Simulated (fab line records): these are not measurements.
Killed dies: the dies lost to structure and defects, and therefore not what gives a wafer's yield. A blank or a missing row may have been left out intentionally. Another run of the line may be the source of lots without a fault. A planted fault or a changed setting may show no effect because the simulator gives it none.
Chamber matching ; flow nandHarc ; 4 sister chambers for NHARC_P_CONTACT_CMP_01 on cmp-01
The step polishes SiO2, target thk 200 nm. 18 wafers are shown with their chamber, then 9 later ones without.

## WAFERS WITH THEIR CHAMBER
wafer;chamber;motorCurrentA (A)
L074.2;3;12.7
L074.3;1;15.1
L074.5;3;12.3
L078.1;2;12.6
L078.3;1;15.0
L078.5;2;11.8
L079.1;3;11.9
L079.5;1;14.6
L079.6;0;11.1
L080.4;2;12.3
L080.5;2;13.0
L080.6;3;12.2
L082.1;1;15.3
L082.4;2;12.5
L082.5;2;12.3
L083.1;1;14.8
L083.2;2;12.9
L083.6;3;11.9

SIGNATURES (means of the wafers above)
reading;chamber 0;chamber 1;chamber 2;chamber 3;scatter within a chamber
motorCurrentA;11.100;14.960;12.486;12.200;0.351
Rule: distance of a wafer from a chamber = root of the sum over the readings of ((wafer's reading minus chamber's mean) / reading's scatter) squared. The wafer belongs to the nearest chamber; if the next one is less than 2 further off, it can't be placed. The scatter is the square root of a quotient: the sum, over the shown wafers, of each reading's squared deviation from its chamber's mean, divided by wafers minus chambers.

## WAFERS WHOSE CHAMBER IS MISSING
wafer;motorCurrentA (A)
L086.2;11.9
L086.3;12.2
L086.5;12.2
L085.2;12.4
L085.3;12.5
L085.6;11.3
L089.1;11.8
L089.3;14.6
L089.4;12.5

## WHICH CHAMBER EACH ONE RAN IN
wafer;from the rows above;in truth
L086.2;can't be placed: 3 or 2 or 0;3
L086.3;can't be placed: 3 or 2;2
L086.5;can't be placed: 3 or 2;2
L085.2;can't be placed: 2 or 3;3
L085.3;can't be placed: 2 or 3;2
L085.6;can't be placed: 0 or 3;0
L089.1;can't be placed: 3 or 2 or 0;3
L089.3;1;1
L089.4;can't be placed: 2 or 3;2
1 of 9 placed correctly. Not placeable from these rows: 8 (in 8, the candidates include the true chamber). Placed wrongly: 0.
